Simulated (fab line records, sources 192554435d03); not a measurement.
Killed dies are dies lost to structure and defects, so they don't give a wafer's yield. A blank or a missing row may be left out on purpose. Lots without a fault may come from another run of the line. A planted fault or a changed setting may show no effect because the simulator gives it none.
Problem report in the 8D (eight disciplines) form, filled by code | flow n5_finfet | the parts of the form that need people (team, actions taken, sign-off) are left out

1. THE PROBLEM
run_length_s at N5_BEOL_M6_CVD_78 reads a mean of 63.6 s on 2 wafers of 2 lots; wafers without a fault read 165.4 s with a standard deviation of 0.56. That is -99 or more standard deviations from the usual mean.
The step: deposits Co from CCTBA/H2, target thk 2 nm, time 142.3 s.
First seen on wafer L348.2, day 13 12:46, on cvd_co-02. The record holds 31 wafers of 11 lots with a number at this step. Rule for "out", or "out of limits": more than 4 standard deviations from the usual mean. The other wafers with a number count as sound.

2. WHAT IT IS AND WHAT IT IS NOT
question                    | is                | is not
which readings at this step | run_length_s      | -
which lots                  | L348, L350        | L332, L333, L334, L337, L339, L340, L342, L344, L355
which wafers of those lots  | L348.2, L350.2    | L348.4, L350.6
read on which tools         | cvd_co-02         | cvd_co-01
when                        | from day 13 12:46 | up to then (25 sound wafers); but 4 sound wafers of L350, L355 came after

3. SUSPECTS, AND WHAT RULES EACH OUT
Counting: a tool at a process step up to the reading stays a suspect if it ran every lot that is out. Sound lots after the first of them don't rule it out here, since some wafers of a struck lot are sound.
- rie_diel-04 at N5_BEOL_M6_ETCH_41 (etches SiCN in CH3F/O2, target depth 29.7 nm, time 52 s): kept. It ran every lot that is out, first L348 (day 13 12:46); its last sound lot up to then is L340 (day 10 15:27). N5_BEOL_M6_ETCH_41 gives no start for some lots, so the hours and the order of its lots are those of N5_BEOL_M6_CVD_78.
- rie_diel-04 at N5_BEOL_M6_STRIP_80 (strips in N2/H2, time 10 s): kept. It ran every lot that is out, first L348 (day 13 12:46); its last sound lot up to then is L340 (day 10 15:27). N5_BEOL_M6_STRIP_80 gives no start for some lots, so the hours and the order of its lots are those of N5_BEOL_M6_CVD_78.
- cvd_co-02 at N5_BEOL_M6_CVD_78 (deposits Co from CCTBA/H2, target thk 2 nm, time 142.3 s): kept. It ran every lot that is out, first L348 (day 13 12:46); its last sound lot up to then is L344 (day 11 17:46). Its own readings are out on those wafers: run_length_s.
- Within rie_diel-04 at N5_BEOL_M6_ETCH_41: the wafers that are out ran in chambers 0, 1; their sound lot-mates ran in chamber 3.
- Within rie_diel-04 at N5_BEOL_M6_STRIP_80: the wafers that are out ran in chambers 0, 1; their sound lot-mates ran in chamber 3.
Left after counting: rie_diel-04 at N5_BEOL_M6_ETCH_41, rie_diel-04 at N5_BEOL_M6_STRIP_80, cvd_co-02 at N5_BEOL_M6_CVD_78.

4. THE CAUSE (what the simulator had put in)
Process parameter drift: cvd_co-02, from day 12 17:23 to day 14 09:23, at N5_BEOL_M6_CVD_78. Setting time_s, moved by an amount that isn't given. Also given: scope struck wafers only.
Counting left 3 suspects, and this tool is among them.

5. THE CHAIN OF EFFECTS, in route order
Each row: a reading whose mean over the struck wafers that have a number lies more than 3 standard deviations from the usual. Only readings for which the record gives a usual standard deviation are gone through. hours: the time from each lot's start at the first step in this table that gives one to its start at this step, as a median over the lots. sigmas: the change in usual standard deviations.
hours | step              | reading      | usual   | on struck wafers | change | sigmas
0     | N5_BEOL_M6_CVD_78 | run_length_s | 165.4 s | 63.6             | -101.8 | -99 or more
The process steps in it:
- N5_BEOL_M6_CVD_78: deposits Co from CCTBA/H2, target thk 2 nm, time 142.3 s.

6. WHAT WOULD HAVE CAUGHT IT SOONER
In this record the first reading out of limits was taken at day 13 12:46, 19 hours after the fault began at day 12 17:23.
